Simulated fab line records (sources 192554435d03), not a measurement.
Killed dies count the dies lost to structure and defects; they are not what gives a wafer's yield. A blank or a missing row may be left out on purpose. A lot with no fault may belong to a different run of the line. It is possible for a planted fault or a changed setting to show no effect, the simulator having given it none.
Chamber matching + flow n5Finfet + uvCure-02 running N5_BEOL_M10_CURE_71: 3 sister chambers
The step cures SiCOH lowk, time 240 s. 5 wafers are shown with their chamber, then 8 later ones without.

== WAFERS, EACH WITH ITS CHAMBER ==
| wafer  | chamber | wafer_temp_C_max | lampPowerPct (%) |
|--------|---------|------------------|------------------|
| L084.4 | 1       | 386.1            | 52.31            |
| L084.5 | 1       | 386.4            | 52.28            |
| L093.2 | 2       | 387.5            | 52.34            |
| L093.3 | 2       | 387.4            | 52.36            |
| L092.1 | 0       | 387.3            | 52.37            |

== WAFERS WITHOUT THEIR CHAMBER ==
| wafer  | wafer_temp_C_max | lampPowerPct (%) |
|--------|------------------|------------------|
| L092.2 | 386.8            | 52.38            |
| L092.3 | 386.4            | 52.36            |
| L097.1 | 386.3            | 52.40            |
| L097.3 | 386.3            | 52.38            |
| L097.6 | 386.2            | 52.23            |
| L094.2 | 387.3            | 52.34            |
| L094.4 | 386.3            | 52.36            |
| L094.5 | 387.0            | 52.33            |

== WHICH CHAMBER EACH ONE RAN IN ==
| wafer  | from the rows above          | in truth                   |
|--------|------------------------------|----------------------------|
| L092.2 | can't be placed: 0 or 2      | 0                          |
| L092.3 | can't be placed: 1 or 0      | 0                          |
| L097.1 | can't be placed: 1 or 0 or 2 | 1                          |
| L097.3 | can't be placed: 1 or 0      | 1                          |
| L097.6 | 1                            | 1                          |
| L094.2 | can't be placed: 2 or 0      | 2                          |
| L094.4 | 1                            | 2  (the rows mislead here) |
| L094.5 | can't be placed: 0 or 2      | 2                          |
Correctly placed: 1 of 8. From these rows, 6 cannot be placed; in 6 the true chamber is one of the candidates. Placed wrongly: 1.
How it was worked out, from the rows above alone: a wafer's distance from a chamber is the root of the sum, over the readings, of the square of ((its reading less the chamber's mean) divided by the reading's scatter). The wafer belongs to the nearest chamber; if the next one is less than 2 further off, it can't be placed. A chamber's mean is the mean of its shown wafers. How the scatter is found: for the shown wafers, subtract from each reading the mean of its chamber, square and add these, divide the total by (wafers less chambers), then take the root.
